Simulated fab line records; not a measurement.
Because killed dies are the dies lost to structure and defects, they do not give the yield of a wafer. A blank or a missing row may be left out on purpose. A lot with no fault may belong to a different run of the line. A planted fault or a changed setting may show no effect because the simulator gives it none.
fab line records	flow nand-harc
record lots=12	wafers=36	last-day=33
route steps=1302 shown A_ONON_D1@429 A_CHANNEL_HOLE_D1@459 END@1302
lots with no fault: from the same line, run without faults
start-h: the number of hours between the record's first day and the start of the first shown wafer of the lot	wait-h: time in hours since the lot's previous step	" as in the row above	L1.1+2: a row that stands for several wafers	- value missing, or start not given	* or withheld: withheld	< > ~ a bound
route shown NAME@n: names a module that has steps shown in the file, with the first one's number in the route	usual: mean and standard deviation over wafers with no fault	same: alike in all rows	chamber/n: place in a boat	sites: each site's reading	_std_site: standard deviation across them	_edge_site: outer sites' mean less inner sites'	radius-mm: for every site, how far away it sits from the centre of the wafer	mask NAME#n: copy n	behind: the most recent tool/chamber to have shaped the wafer	hold: why the lot was held/for how many hours/how that ended	device: names the non-switching transistor (n, p or np)	end of line: at the end of the route, the tests of the same wafers	a step without rows: its recipe alone	killed: at the first sort, the dies lost to defects and structure; wafer yield is something else	map: shows each die of a wafer: x if killed, . if not, _ if none is there
set.NAME: the setting that was run; set.NAME@STEP: the one run at that earlier step	model.NAME: the simulator's own value behind a step, which no gauge read
one table for each step of the route and one row for each wafer, over a sample of lots
services: a tool's chamber out of use, with start hour (start-h, from the record's first day; less than 0 if before it), hours out, and reason
## steps
# step NHARC_A_ONON_D1_THK_MEAS_08
# recipe thk-meas-gauge=ellipsometry
# usual thk-nm=1001/10
lot.wafer	tool	chamber	start-h	wait-h	thk-nm
L723.1	film-metro-01	-	169.75	-	998
L723.5	"	-	"	"	998
L723.6	"	-	"	"	998
L724.2	film-metro-02	-	175.80	-	1015
L724.3	"	-	"	"	1013
L724.6	"	-	"	"	1014
L725.2	film-metro-01	-	183.40	-	1006
L725.4	"	-	"	"	1006
L725.6	"	-	"	"	1004
L726.1	film-metro-02	-	195.24	-	1002
L726.5	"	-	"	"	1003
L726.6	"	-	"	"	1002
L727.1	film-metro-02	-	195.37	-	995
L727.4	"	-	"	"	996
L727.5	"	-	"	"	998
L735.1	film-metro-02	-	276.98	-	1001
L735.4	"	-	"	"	1002
L735.5	"	-	"	"	1003
L737.1	film-metro-02	-	306.84	-	1002
L737.5	"	-	"	"	998
L737.6	"	-	"	"	1001
L736.2	film-metro-01	-	306.86	-	999
L736.4	"	-	"	"	1000
L736.5	"	-	"	"	999
L739.1	film-metro-02	-	320.59	-	997
L739.5	"	-	"	"	998
L739.6	"	-	"	"	998
L740.1	film-metro-01	-	330.14	-	994
L740.3	"	-	"	"	996
L740.4	"	-	"	"	993
L741.1	film-metro-02	-	339.15	-	1003
L741.2	"	-	"	"	1004
L741.4	"	-	"	"	1005
L746.1	film-metro-01	-	395.06	-	998
L746.4	"	-	"	"	1000
L746.6	"	-	"	"	997
# step NHARC_A_CHANNEL_HOLE_D1_EXPOSE_07
# recipe na=1.35	target-cd-nm=100	sigma-outer=0.3	dose-mj=59.65	mask-id=HOLE_D1
# usual exposure-dose-mJ-cm2=59.76/0.29
lot.wafer	tool	chamber	start-h	wait-h	mask	exposure-dose-mJ-cm2
L723.1	arfi-scanner-03	0	187.22	-	HOLE_D1#0	59.61
L723.5	"	0	"	"	HOLE_D1#0	59.67
L723.6	"	0	"	"	HOLE_D1#0	59.63
L724.2	arfi-scanner-02	0	197.99	-	HOLE_D1#0	59.57
L724.3	"	0	"	"	HOLE_D1#0	59.58
L724.6	"	0	"	"	HOLE_D1#0	59.61
L725.2	arfi-scanner-01	0	205.30	-	HOLE_D1#0	60.18
L725.4	"	0	"	"	HOLE_D1#0	60.22
L725.6	"	0	"	"	HOLE_D1#0	60.17
L727.1	arfi-scanner-03	0	214.77	-	HOLE_D1#0	59.55
L727.4	"	0	"	"	HOLE_D1#0	59.53
L727.5	"	0	"	"	HOLE_D1#0	59.66
L726.1	arfi-scanner-02	0	216.56	-	HOLE_D1#0	59.52
L726.5	"	0	"	"	HOLE_D1#0	59.58
L726.6	"	0	"	"	HOLE_D1#0	59.50
L735.1	arfi-scanner-01	0	292.55	-	HOLE_D1#0	62.09
L735.4	"	0	"	"	HOLE_D1#0	62.06
L735.5	"	0	"	"	HOLE_D1#0	62.02
L737.1	arfi-scanner-03	0	321.74	-	HOLE_D1#0	59.55
L737.5	"	0	"	"	HOLE_D1#0	59.52
L737.6	"	0	"	"	HOLE_D1#0	59.53
L736.2	arfi-scanner-01	0	323.73	-	HOLE_D1#0	61.78
L736.4	"	0	"	"	HOLE_D1#0	61.64
L736.5	"	0	"	"	HOLE_D1#0	61.71
L739.1	arfi-scanner-02	0	334.78	-	HOLE_D1#0	59.60
L739.5	"	0	"	"	HOLE_D1#0	59.58
L739.6	"	0	"	"	HOLE_D1#0	59.57
L740.1	arfi-scanner-02	0	345.98	-	HOLE_D1#0	59.65
L740.3	"	0	"	"	HOLE_D1#0	59.57
L740.4	"	0	"	"	HOLE_D1#0	59.57
L741.1	arfi-scanner-02	0	355.98	-	HOLE_D1#0	59.54
L741.2	"	0	"	"	HOLE_D1#0	59.50
L741.4	"	0	"	"	HOLE_D1#0	59.55
L746.1	arfi-scanner-02	0	417.05	-	HOLE_D1#0	59.56
L746.4	"	0	"	"	HOLE_D1#0	59.51
L746.6	"	0	"	"	HOLE_D1#0	59.55
# step NHARC_A_CHANNEL_HOLE_D1_CD_MEAS_10
# recipe target-cd-nm=100	landing-energy-ev=500
# usual cd-nm=100.0/0.39
lot.wafer	tool	chamber	start-h	wait-h	cd-nm
L723.1	cd-sem-02	0	187.36	-	99.6
L723.5	"	0	"	"	99.9
L723.6	"	0	"	"	99.6
L724.2	cd-sem-03	0	198.13	-	98.8
L724.3	"	0	"	"	99.2
L724.6	"	0	"	"	99.9
L725.2	cd-sem-03	0	205.44	-	100.2
L725.4	"	0	"	"	99.9
L725.6	"	0	"	"	100.2
L727.1	cd-sem-01	0	214.91	-	99.8
L727.4	"	0	"	"	99.6
L727.5	"	0	"	"	99.1
L726.1	cd-sem-01	0	216.70	-	99.3
L726.5	"	0	"	"	99.9
L726.6	"	0	"	"	99.3
L735.1	cd-sem-02	0	292.69	-	102.0
L735.4	"	0	"	"	101.6
L735.5	"	0	"	"	101.8
L737.1	cd-sem-02	0	321.88	-	99.9
L737.5	"	0	"	"	99.8
L737.6	"	0	"	"	100.4
L736.2	cd-sem-02	0	323.87	-	101.2
L736.4	"	0	"	"	101.0
L736.5	"	0	"	"	101.3
L739.1	cd-sem-02	0	334.92	-	100.0
L739.5	"	0	"	"	100.1
L739.6	"	0	"	"	100.2
L740.1	cd-sem-02	0	346.12	-	99.7
L740.3	"	0	"	"	99.8
L740.4	"	0	"	"	100.0
L741.1	cd-sem-02	0	356.12	-	100.2
L741.2	"	0	"	"	100.6
L741.4	"	0	"	"	100.4
L746.1	cd-sem-01	0	417.19	-	100.4
L746.4	"	0	"	"	100.0
L746.6	"	0	"	"	100.0
# step NHARC_A_CHANNEL_HOLE_D1_INSPECT_12
# usual raw-defect-count=5.1/2.3
lot.wafer	tool	chamber	start-h	wait-h	raw-defect-count
L723.1	defect-inspect-01	-	187.48	0.0	3
L723.5	"	-	"	"	5
L723.6	"	-	"	"	7
L724.2	defect-inspect-02	-	198.25	0.0	4
L724.3	"	-	"	"	9
L724.6	"	-	"	"	5
L725.2	defect-inspect-02	-	205.56	0.0	5
L725.4	"	-	"	"	1
L725.6	"	-	"	"	3
L727.1	defect-inspect-02	-	215.03	0.0	8
L727.4	"	-	"	"	7
L727.5	"	-	"	"	5
L726.1	defect-inspect-01	-	216.83	0.0	5
L726.5	"	-	"	"	4
L726.6	"	-	"	"	4
L735.1	defect-inspect-02	-	292.82	0.0	8
L735.4	"	-	"	"	5
L735.5	"	-	"	"	7
L737.1	defect-inspect-01	-	322.01	0.0	5
L737.5	"	-	"	"	5
L737.6	"	-	"	"	8
L736.2	defect-inspect-01	-	323.99	0.0	6
L736.4	"	-	"	"	5
L736.5	"	-	"	"	8
L739.1	defect-inspect-01	-	335.05	0.0	1
L739.5	"	-	"	"	6
L739.6	"	-	"	"	2
L740.1	defect-inspect-02	-	346.24	0.0	6
L740.3	"	-	"	"	8
L740.4	"	-	"	"	3
L741.1	defect-inspect-02	-	356.25	0.0	9
L741.2	"	-	"	"	4
L741.4	"	-	"	"	6
L746.1	defect-inspect-01	-	417.32	0.0	4
L746.4	"	-	"	"	8
L746.6	"	-	"	"	8
# step NHARC_A_CHANNEL_HOLE_D1_DESCUM_15
# recipe time-s=3	o2-flow-sccm=200	ar-flow-sccm=0	bias-power-w=0	chemistry=O2
# usual drypump-motor-current-A=5.7/0.6	oes-product-au=1.000/0.0064	rf-vpp-V=58.0/0.86	showerhead-plenum-p-Torr=1.96/0.071	throttle-valve-pct=11.310/0.0099
lot.wafer	tool	chamber	start-h	wait-h	drypump-motor-current-A	oes-product-au	rf-hours-counter-h	rf-vpp-V	showerhead-plenum-p-Torr	throttle-valve-pct
L723.1	rie-diel-10	3	187.54	0.1	5.0	0.999	11	57.9	2.04	11.321
L723.5	"	3	"	"	5.0	1.008	-	58.6	2.03	11.312
L723.6	"	0	"	"	6.4	1.002	-	58.9	1.96	11.301
L724.3	rie-diel-10	2	198.31	0.1	6.4	1.004	11	57.7	1.97	11.320
L724.2	"	3	"	"	5.0	0.990	12	58.7	2.03	11.310
L724.6	"	2	"	"	6.4	1.003	-	56.5	1.97	11.297
L725.2	rie-diel-10	1	205.63	0.1	5.1	0.995	12	58.7	2.00	11.298
L725.4	"	3	"	"	5.0	1.006	12	58.6	2.03	11.306
L725.6	"	0	"	"	6.4	1.002	-	58.1	1.96	11.308
L727.1	rie-diel-10	1	215.11	0.1	5.1	0.998	13	58.7	2.00	11.330
L727.4	"	2	"	"	6.5	0.996	13	58.3	1.97	11.295
L727.5	"	3	"	"	5.0	1.001	-	56.6	2.03	11.299
L726.1	rie-diel-10	1	216.91	0.1	5.0	0.998	14	57.2	2.00	11.325
L726.6	"	3	"	"	5.0	0.994	-	59.5	2.03	11.312
L726.5	"	0	"	"	6.4	0.995	-	57.6	1.96	11.315
L735.4	rie-diel-10	3	292.89	0.1	5.0	1.006	3	58.2	2.03	11.303
L735.1	"	1	"	"	5.1	0.999	3	57.1	2.00	11.318
L735.5	"	2	"	"	6.4	1.006	-	58.1	1.97	11.309
L737.1	rie-diel-10	0	322.07	0.1	6.4	1.001	5	57.2	1.95	11.317
L737.6	"	0	"	"	6.4	1.002	-	57.3	1.95	11.303
L737.5	"	1	"	"	5.1	1.006	-	59.4	2.00	11.325
L736.4	rie-diel-10	2	324.05	0.1	6.5	1.001	6	58.2	1.97	11.303
L736.2	"	3	"	"	5.0	1.009	6	59.3	2.03	11.296
L736.5	"	2	"	"	6.5	1.005	-	57.4	1.97	11.312
L739.1	rie-diel-10	2	335.11	0.1	6.5	0.994	7	56.5	1.96	11.304
L739.5	"	2	"	"	6.4	1.004	-	58.6	1.97	11.324
L739.6	"	1	"	"	5.1	0.996	-	58.4	2.00	11.299
L740.4	rie-diel-10	1	346.30	0.1	5.1	1.004	9	58.3	2.00	11.298
L740.3	"	3	"	"	5.0	1.001	9	58.4	2.03	11.309
L740.1	"	0	"	"	6.4	1.003	8	58.3	1.95	11.313
L741.1	rie-diel-10	3	356.31	0.1	5.0	0.999	10	59.6	2.03	11.321
L741.2	"	1	"	"	5.1	0.995	9	58.1	1.99	11.300
L741.4	"	2	"	"	6.5	0.995	10	58.6	1.96	11.316
L746.4	rie-diel-02	2	417.39	0.1	5.7	0.998	3	57.6	1.95	11.318
L746.1	"	0	"	"	5.2	0.992	3	57.2	1.83	11.304
L746.6	"	2	"	"	5.7	0.992	-	56.5	1.95	11.315
# step NHARC_END_SORT_01
# recipe temp-c=25
# usual killed-at-array=54/16	killed-at-other=0.6/0.86	killed-at-periphery=3.8/2.6	killed-dies=58/16	killed-open=3.3/1.8	killed-short=2.7/1.7
# same gross-dies=677
lot.wafer	tool	chamber	start-h	wait-h	killed-at-array	killed-at-other	killed-at-periphery	killed-dies	killed-open	killed-short
L736.2	prober-02	0	709.45	2.8	53	0	4	57	4	4
# killed by level:class
L736.2 A_CHANNEL_HOLE_D1:chamber-film-flake=35 P_GATE:chamber-film-flake=3 A_M1:chamber-film-flake=3 A_ONON_D1:geometric-particle:short=2 A_WL_FILL:geometric-particle:short=2 A_CONTACT:chamber-film-flake=2 P_CONTACT:geometric-particle:open=1 A_CHANNEL_FILL_D1:geometric-particle:open=1
## services
tool	chamber	start-h	hours	kind
rie-diel-10	2	169.49	2.7	repair
rie-diel-10	0	172.70	-	clean
rie-diel-10	1	172.70	-	clean
rie-diel-10	2	172.70	-	clean
rie-diel-10	3	172.70	-	clean
rie-diel-10	3	179.36	6.7	repair
arfi-scanner-01	-	180.31	5.1	repair
arfi-scanner-03	-	196.00	4.0	pm
rie-diel-10	0	197.20	-	clean
arfi-scanner-01	-	197.79	6.7	repair
arfi-scanner-01	-	209.72	1.5	repair
rie-diel-02	-	217.54	9.0	pm
arfi-scanner-01	-	229.11	1.4	repair
rie-diel-10	-	242.62	9.0	pm
arfi-scanner-01	-	252.00	4.0	pm
arfi-scanner-01	-	267.82	7.1	repair
rie-diel-10	2	279.15	2.6	repair
arfi-scanner-02	-	312.00	4.0	pm
rie-diel-10	0	334.48	1.4	repair
arfi-scanner-01	-	347.85	0.7	repair
arfi-scanner-03	-	364.74	3.9	repair
rie-diel-02	3	365.74	8.2	repair
rie-diel-02	-	394.62	9.0	pm
rie-diel-10	3	402.48	2.8	repair
## key
first-sign step=NHARC_A_CHANNEL_HOLE_D1_EXPOSE_07	reading=exposure-dose-mJ-cm2	direction=up	sigmas=7.2	usual=59.76	struck=61.88
effect step=NHARC_A_CHANNEL_HOLE_D1_CD_MEAS_10	reading=cd-nm	direction=up	sigmas=3.9	usual=100.0	struck=101.5	through=control-loop
met-at NHARC_A_CHANNEL_HOLE_D1_EXPOSE_07
struck-lots L735,L736
tester-left-out L735,L736
loop-trim step=NHARC_A_CHANNEL_HOLE_D1_EXPOSE_07	setting=dose	lots=L736
not-acting-at NHARC_A_ONON_D1_THK_MEAS_08,NHARC_A_CHANNEL_HOLE_D1_INSPECT_12,NHARC_A_CHANNEL_HOLE_D1_DESCUM_15
onset-between 205.30 292.55
fault kind=process-parameter-drift	tool=arfi-scanner-01	chamber=-	onset-h=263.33	steps=NHARC_A_CHANNEL_HOLE_D1_EXPOSE_07	channel=dose-mj	offset=1.7908	shape=step	acts-in=these-recipes-only	stated=59.65
# tester-left-out: of these lots the tester's yield and bins aren't shown, on N5 and GAA mostly nor the transistor test; their killed dies are dies lost to structure and defects alone, not to doping, threshold or leakage, so they don't give the yield
# loop-trim: a control loop set the setting to another value than it would have without faults
